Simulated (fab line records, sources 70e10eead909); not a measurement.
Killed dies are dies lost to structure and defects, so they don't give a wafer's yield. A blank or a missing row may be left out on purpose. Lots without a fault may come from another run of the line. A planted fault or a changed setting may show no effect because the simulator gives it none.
A struck lot beside a sound one | flow nand_harc | 15 steps out of a route of 1302
Sound: wafers L656.4, L656.5, L656.6. Struck: wafers L669.1, L669.2, L669.5. The cause comes at the end.
At each step with rows: each side's tool, then ch and its chambers, then its first start. Under that, the readings that differ: sound wafers | struck wafers | difference of the means | sigmas: that difference in standard deviations of wafers without a fault.
alike: readings whose means differ by less than 2 such deviations, and words and numbers that are the same on both sides. not compared: withheld readings, readings that some wafer has no value for, bounds like >300 that may hide the same value, and numbers for which the record gives no deviation and whose values overlap.
The two part at a step that has a row with sigmas, a row that says differs or no value, or rows on one side only. Numbers that don't overlap but have no deviation are shown without sigmas and don't part them. A reading that every wafer of one side lacks parts them only if that side has two wafers or more.

first, 5 steps without rows for these wafers: NHARC_A_BONDPAD_SOFTBAKE_04 (time 70 s); NHARC_A_BONDPAD_EBR_05; NHARC_A_BONDPAD_EXPOSE_06 (exposes mask A BPAD); NHARC_A_BONDPAD_PEB_07 (peb time 80 s); NHARC_A_BONDPAD_DEVELOP_08 (time 50 s).
NHARC_A_BONDPAD_CD_MEAS_09: target cd 500 nm.
  sound on cd_sem-03 ch 0, day 25 09:21; struck on cd_sem-01 ch 0, day 30 01:33
  alike: cd_nm
NHARC_A_BONDPAD_OVL_MEAS_35:
  sound on overlay-01, day 25 09:26; struck on overlay-01, day 30 01:38
  reading           | sound | struck   | difference | sigmas
  overlay_y_nm (nm) | 8 8 8 | -9 -9 -9 | -17        | -3
  alike: overlay_x_nm
then, 1 step without rows for these wafers: NHARC_A_BONDPAD_HARDBAKE_10 (time 65 s).
NHARC_A_BONDPAD_DESCUM_11: chemistry O2, time 3 s.
  sound on rie_diel-13 ch 0,2,3, day 25 09:35; struck on rie_diel-08 ch 0,1,3, day 30 01:47
  reading                         | sound          | struck         | difference | sigmas
  drypump_motor_current_A (A)     | 6.24 6.28 5.43 | 5.29 5.36 5.60 | -0.57      | -2
  showerhead_plenum_p_Torr (Torr) | 1.95 1.96 2.05 | 1.87 1.86 1.78 | -0.15      | -2
  alike: oes_product_au, rf_vpp_V, throttle_valve_pct
  not compared: rf_hours_counter_h
NHARC_A_BONDPAD_ETCH_34: etches the open film in N2/H2, target depth 60 nm, overetch 18 nm, time 65.91 s.
  sound on rie_diel-13 ch 0,1, day 25 09:38; struck on rie_diel-08 ch 0,3, day 30 01:51
  reading      | sound             | struck            | difference | sigmas
  rf_vpp_V (V) | 434.6 436.3 427.4 | 428.0 428.2 427.6 | -4.8       | -2
  alike: drypump_motor_current_A, h2_flow_sccm, oes_product_au, showerhead_plenum_p_Torr, throttle_valve_pct
  not compared: rf_hours_counter_h
NHARC_A_BONDPAD_ETCH_12: etches the open film in CHF3/O2, target depth 220 nm, time 110 s.
  sound on rie_diel-13 ch 1,2; struck on rie_diel-08 ch 0,2
  reading               | sound             | struck            | difference | sigmas
  oes_product_au (a.u.) | 0.928 0.923 0.920 | 0.967 0.984 0.982 | +0.054     | +2
  alike: drypump_motor_current_A, rf_vpp_V, showerhead_plenum_p_Torr, throttle_valve_pct
  not compared: rf_hours_counter_h
NHARC_A_BONDPAD_CD_MEAS_13:
  sound on cd_sem-02, day 25 09:53; struck on cd_sem-03, day 30 02:05
  alike: cd_nm
NHARC_A_BONDPAD_STRIP_15: strips in O2.
  sound on rie_diel-08 ch 2,3, day 25 09:56; struck on rie_diel-04 ch 0,2, day 30 02:10
  reading                        | sound             | struck            | difference | sigmas
  chamber_pressure_mTorr (mTorr) | 59.96 59.98 59.98 | 49.23 49.22 49.26 | -10.74     | -99 or more
  alike: drypump_motor_current_A, oes_product_au, rf_vpp_V, showerhead_plenum_p_Torr, throttle_valve_pct
  not compared: rf_hours_counter_h
NHARC_A_BONDPAD_ETCH_24: etches the open film in CF4/N2, target depth 30 nm, time 72.99 s.
  sound on rie_diel-08 ch 0,1; struck on rie_diel-04 ch 1,2
  alike: drypump_motor_current_A, oes_product_au, rf_vpp_V, showerhead_plenum_p_Torr, throttle_valve_pct
  not compared: rf_hours_counter_h
NHARC_END_SORT_01:
  sound on prober-01 ch 0, day 26 16:20; struck on prober-02 ch 0, day 31 10:31
  alike: defect_limited_yield, killed_at_array, killed_at_other, killed_at_periphery, killed_dies, killed_open, killed_short

WHERE THEY PART
First at NHARC_A_BONDPAD_OVL_MEAS_35; last, within this record, at NHARC_A_BONDPAD_STRIP_15. Later steps at which nothing parts them and some readings are alike: NHARC_A_BONDPAD_ETCH_24, NHARC_END_SORT_01.

WHY: what the simulator had put in
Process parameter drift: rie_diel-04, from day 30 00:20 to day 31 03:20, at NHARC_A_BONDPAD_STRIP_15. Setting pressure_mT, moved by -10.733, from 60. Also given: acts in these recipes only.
